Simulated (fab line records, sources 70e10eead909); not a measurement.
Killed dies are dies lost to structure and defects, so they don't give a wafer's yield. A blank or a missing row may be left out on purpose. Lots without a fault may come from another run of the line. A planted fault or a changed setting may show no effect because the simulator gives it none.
Problem report in the 8D (eight disciplines) form, filled by code | flow nand_harc | the parts of the form that need people (team, actions taken, sign-off) are left out

1. THE PROBLEM
killed_at_array at NHARC_END_SORT_01 reads a mean of 657 on 3 wafers of 2 lots; wafers without a fault read 59 with a standard deviation of 20. That is +30 standard deviations from the usual mean.
First seen on wafer L630.1, day 29 17:32, on prober-01. The record holds 6 wafers of 2 lots with a number at this step. Rule for "out", or "out of limits": more than 4 standard deviations from the usual mean. The other wafers with a number count as sound.

2. WHAT IT IS AND WHAT IT IS NOT
question                    | is                           | is not
which readings at this step | killed_at_array, killed_dies | killed_at_other, killed_at_periphery, killed_short
which lots                  | L630, L631                   | -
which wafers of those lots  | L630.1, L631.1, L631.3       | L630.5, L630.6, L631.4
read on which gauges        | prober-01                    | -
when                        | from day 29 17:32            | up to then (0 sound wafers); but 3 sound wafers of L630, L631 came after

3. SUSPECTS, AND WHAT RULES EACH OUT
Counting: a tool at a process step up to the reading stays a suspect if it ran every lot that is out. Sound lots after the first of them don't rule it out here, since some wafers of a struck lot are sound.
- the gauge at NHARC_END_SORT_01: kept. All the wafers that are out were read on prober-01, and no step on other tools shows them out.
- cvd_w-02 at NHARC_A_WL_FILL_CVD_03 (deposits W, target thk 40 nm, time 279 s): kept. It ran every lot that is out, first L630 (day 25 15:13).
- rie_diel-01 at NHARC_THIN_TSV_DESCUM_35 (chemistry O2, time 3 s): kept. It ran every lot that is out, first L630 (day 29 07:53).
Left after counting: cvd_w-02 at NHARC_A_WL_FILL_CVD_03, rie_diel-01 at NHARC_THIN_TSV_DESCUM_35, prober-01 at NHARC_END_SORT_01.

4. THE CAUSE (what the simulator had put in)
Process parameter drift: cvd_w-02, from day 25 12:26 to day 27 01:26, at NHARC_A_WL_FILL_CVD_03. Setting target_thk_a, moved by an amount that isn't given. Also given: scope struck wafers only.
Counting left 3 suspects, and this tool is among them.

5. THE CHAIN OF EFFECTS, in route order
Each row: a reading whose mean over the struck wafers that have a number lies more than 3 standard deviations from the usual. Only readings for which the record gives a usual standard deviation are gone through. hours: the time from each lot's start at the first step in this table that gives one to its start at this step, as a median over the lots. sigmas: the change in usual standard deviations.
hours | step              | reading         | usual | on struck wafers | change | sigmas
0     | NHARC_END_SORT_01 | killed_at_array | 59    | 657              | +598   | +30
0     | NHARC_END_SORT_01 | killed_dies     | 64    | 662              | +598   | +28

6. WHAT WOULD HAVE CAUGHT IT SOONER
In this record the first reading out of limits at a measuring or inspecting step was taken at day 29 17:32, 101 hours after the fault began at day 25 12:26.
Of the tool readings at NHARC_A_WL_FILL_CVD_03 for which the record gives a usual standard deviation, none was out on any struck wafer, so an alarm limit of 4 standard deviations on them would not have fired.
All the lots that are out (2) had begun NHARC_A_WL_FILL_CVD_03 on cvd_w-02 by day 29 17:32. A hold on the tool at that time would have spared none of them.
